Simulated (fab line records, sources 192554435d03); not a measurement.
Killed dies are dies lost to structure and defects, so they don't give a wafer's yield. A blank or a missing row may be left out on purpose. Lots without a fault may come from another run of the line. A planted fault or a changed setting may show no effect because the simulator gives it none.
Which tool did it? | flow n5_finfet | 22 lots, 66 wafers sampled, at 2 steps of a route of 1938

WHAT THE GAUGES READ, wafer by wafer
N5_BEOL_M1_INSPECT_13: inspects for defects (brightfield). Usual: raw_defect_count 439, standard deviation 110.
lot  | measured     | on                | raw_defect_count | flag
L074 | day 6 06:27  | defect_inspect-01 | 393 457 620      |
L076 | day 6 10:08  | defect_inspect-01 | 399 334 329      |
L075 | day 6 11:01  | defect_inspect-01 | 466 420 480      |
L077 | day 6 19:25  | defect_inspect-01 | 425 403 332      |
L079 | day 7 13:41  | defect_inspect-02 | 643 441 467      |
L080 | day 7 20:23  | defect_inspect-02 | 295 321 387      |
L081 | day 7 23:01  | defect_inspect-01 | 531 401 448      |
L082 | day 8 06:31  | defect_inspect-01 | 541 502 418      |
L083 | day 8 06:48  | defect_inspect-02 | 851 490 380      |
L084 | day 8 16:34  | defect_inspect-01 | 404 365 460      |
L085 | day 9 00:48  | defect_inspect-02 | 578 528 376      |
L087 | day 9 09:00  | defect_inspect-01 | 375 413 472      |
L089 | day 9 20:39  | defect_inspect-01 | 519 543 493      |
L088 | day 9 23:20  | defect_inspect-02 | 587 506 571      |
L090 | day 9 23:47  | defect_inspect-02 | 440 515 417      |
L091 | day 10 09:55 | defect_inspect-01 | 350 371 613      |
L092 | day 10 17:15 | defect_inspect-02 | 459 676 439      |
L093 | day 10 21:01 | defect_inspect-02 | 596 422 480      |
L094 | day 11 06:10 | defect_inspect-02 | 361 419 411      |
L095 | day 11 10:47 | defect_inspect-02 | 298 415 318      |
L096 | day 11 11:17 | defect_inspect-02 | 395 355 321      |
L097 | day 11 22:53 | defect_inspect-02 | 330 259 235      |

WHICH TOOL RAN EACH LOT (tool, then ch and the chambers of the sampled wafers, then the start)
lot  | N5_BEOL_M0_DEP_125
L074 | pecvd-02 ch 0,2, day 6 05:23
L076 | pecvd-02 ch 1,2, day 6 08:55
L075 | pecvd-02 ch 0,1, day 6 09:29
L077 | pecvd-03 ch 0,1,2, day 6 15:17
L079 | pecvd-01 ch 1,2, day 7 07:43
L080 | pecvd-03 ch 0,2, day 7 18:55
L081 | pecvd-02 ch 1,2, day 7 20:22
L082 | pecvd-03 ch 0,1,2, day 8 03:34
L083 | pecvd-02 ch 1,2, day 8 05:05
L084 | pecvd-02 ch 0,1,2, day 8 14:38
L085 | pecvd-01 ch 0,1,2, day 8 23:45
L087 | pecvd-02 ch 1,2, day 9 07:21
L089 | pecvd-02 ch 0,1,2, day 9 19:22
L088 | pecvd-02 ch 0,1,2, day 9 20:40
L090 | pecvd-02 ch 0,1,2, day 9 21:20
L091 | pecvd-03 ch 0, day 10 08:35
L092 | pecvd-02 ch 0,1,2, day 10 13:08
L093 | pecvd-03 ch 0,1,2, day 10 20:02
L094 | pecvd-02 ch 0,1,2, day 11 05:01
L095 | pecvd-03 ch 0,1,2, day 11 06:00
L096 | pecvd-03 ch 1,2, day 11 07:36
L097 | pecvd-02 ch 0,1,2, day 11 21:16
- N5_BEOL_M0_DEP_125: deposits SiCN from 3MS/NH3, target thk 8 nm, time 14 s.

WHAT THE TOOLS THEMSELVES READ (means of the sampled wafers that have a number; where no wafer has one, the mark that the record gives instead)
N5_BEOL_M0_DEP_125. Usual: chamber_pressure_Torr 3.000 Torr, standard deviation 0.0072; showerhead_plenum_p_Torr 3.669 Torr, standard deviation 0.012; showerhead_vpp_V 903 V, standard deviation 26; throttle_valve_pct 9.0 %, standard deviation 0.57.
lot  | tool     | chamber_pressure_Torr (Torr) | showerhead_plenum_p_Torr (Torr) | showerhead_vpp_V (V) | throttle_valve_pct (%) | flag
L074 | pecvd-02 | 3.001                        | 3.668                           | 929                  | 9.6                    |
L076 | pecvd-02 | 3.001                        | 3.673                           | 917                  | 8.8                    |
L075 | pecvd-02 | 2.994                        | 3.668                           | 924                  | 8.9                    |
L077 | pecvd-03 | 3.004                        | 3.669                           | 885                  | 8.9                    |
L079 | pecvd-01 | 3.001                        | 3.666                           | 901                  | 8.3                    |
L080 | pecvd-03 | 3.003                        | 3.665                           | 881                  | 9.1                    |
L081 | pecvd-02 | 3.000                        | 3.673                           | 906                  | 8.6                    |
L082 | pecvd-03 | 2.995                        | 3.662                           | 880                  | 8.9                    |
L083 | pecvd-02 | 3.002                        | 3.681                           | 911                  | 8.8                    |
L084 | pecvd-02 | 3.003                        | 3.670                           | 913                  | 9.2                    |
L085 | pecvd-01 | 2.993                        | 3.669                           | 889                  | 8.8                    |
L087 | pecvd-02 | 3.005                        | 3.674                           | 909                  | 8.8                    |
L089 | pecvd-02 | 2.995                        | 3.671                           | 918                  | 9.1                    |
L088 | pecvd-02 | 3.002                        | 3.671                           | 910                  | 9.3                    |
L090 | pecvd-02 | 2.997                        | 3.668                           | 915                  | 9.1                    |
L091 | pecvd-03 | 2.997                        | 3.670                           | 892                  | 9.2                    |
L092 | pecvd-02 | 2.999                        | 3.667                           | 917                  | 9.2                    |
L093 | pecvd-03 | 3.006                        | 3.660                           | 884                  | 8.9                    |
L094 | pecvd-02 | 2.998                        | 3.673                           | 922                  | 9.2                    |
L095 | pecvd-03 | 3.001                        | 3.664                           | 879                  | 9.0                    |
L096 | pecvd-03 | 2.992                        | 3.644                           | 884                  | 8.6                    |
L097 | pecvd-02 | 3.001                        | 3.669                           | 920                  | 9.2                    |

THE ANSWER, worked out from the rows above alone
Rule: a lot is off if the mean of its wafers that have a number lies more than 3 standard deviations from the usual mean. A lot without any number at a reading at which 4 lots or more have one is off too. The other lots that the step has rows for count as sound. The gauges are gone through in route order, then the tools' own readings, and for those a lot's mean is taken as printed above. The first step at which some lot is off is used, and at that step the reading that is off furthest; a lot without a number counts as furthest.
No lot is off at any reading shown: from this, nothing can be told.

WHAT THE SIMULATOR HAD PUT IN
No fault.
